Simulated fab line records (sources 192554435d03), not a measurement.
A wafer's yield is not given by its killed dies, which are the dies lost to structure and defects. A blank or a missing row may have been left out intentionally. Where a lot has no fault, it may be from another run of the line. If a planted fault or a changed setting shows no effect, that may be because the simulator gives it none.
Chamber matching | flow n5-finfet | 4 sister chambers for N5_BEOL_M10_DESCUM_33 on rie-diel-03
The step chemistry O2, time 7.9 s. 8 wafers are shown with their chamber, then 8 later ones without.

## WAFERS WITH THEIR CHAMBER
wafer  | chamber | showerhead-plenum-p-Torr (Torr) | drypump-motor-current-A (A)
L076.2 | 0       | 2.08                            | 5.4
L082.2 | 0       | 2.08                            | 5.4
L085.5 | 1       | 2.02                            | 6.6
L087.6 | 2       | 2.14                            | 6.0
L089.1 | 2       | 2.14                            | 6.0
L089.3 | 1       | 2.02                            | 6.5
L089.4 | 3       | 2.03                            | 5.5
L092.2 | 3       | 2.02                            | 5.5

## WAFERS WITH NO CHAMBER GIVEN
wafer  | showerhead-plenum-p-Torr (Torr) | drypump-motor-current-A (A)
L092.4 | 2.02                            | 5.5
L092.6 | 2.13                            | 5.9
L093.1 | 2.07                            | 5.4
L093.4 | 2.01                            | 6.6
L093.6 | 2.13                            | 6.0
L097.1 | 2.02                            | 5.5
L097.2 | 2.01                            | 6.6
L097.3 | 2.13                            | 5.9

## THE CHAMBER EACH PASSED THROUGH
wafer  | from the rows above | in truth
L092.4 | 3                   | 3
L092.6 | 2                   | 2
L093.1 | 0                   | 0
L093.4 | 1                   | 1
L093.6 | 2                   | 2
L097.1 | 3                   | 3
L097.2 | 1                   | 1
L097.3 | 2                   | 2
Correct placement for 8 of the 8. Can't be placed from these rows: 0. Wrongly placed: 0.
How it was worked out, from the rows above alone: a wafer's distance from a chamber is the root of the sum, over the readings, of the square of ((its reading less the chamber's mean) divided by the reading's scatter). If the next closest chamber is less than 2 further off than the closest, the wafer can't be placed; otherwise it belongs to the closest. A chamber's mean is the mean of its shown wafers. How the scatter is found: for the shown wafers, subtract from each reading the mean of its chamber, square and add these, divide the total by (wafers less chambers), then take the root.
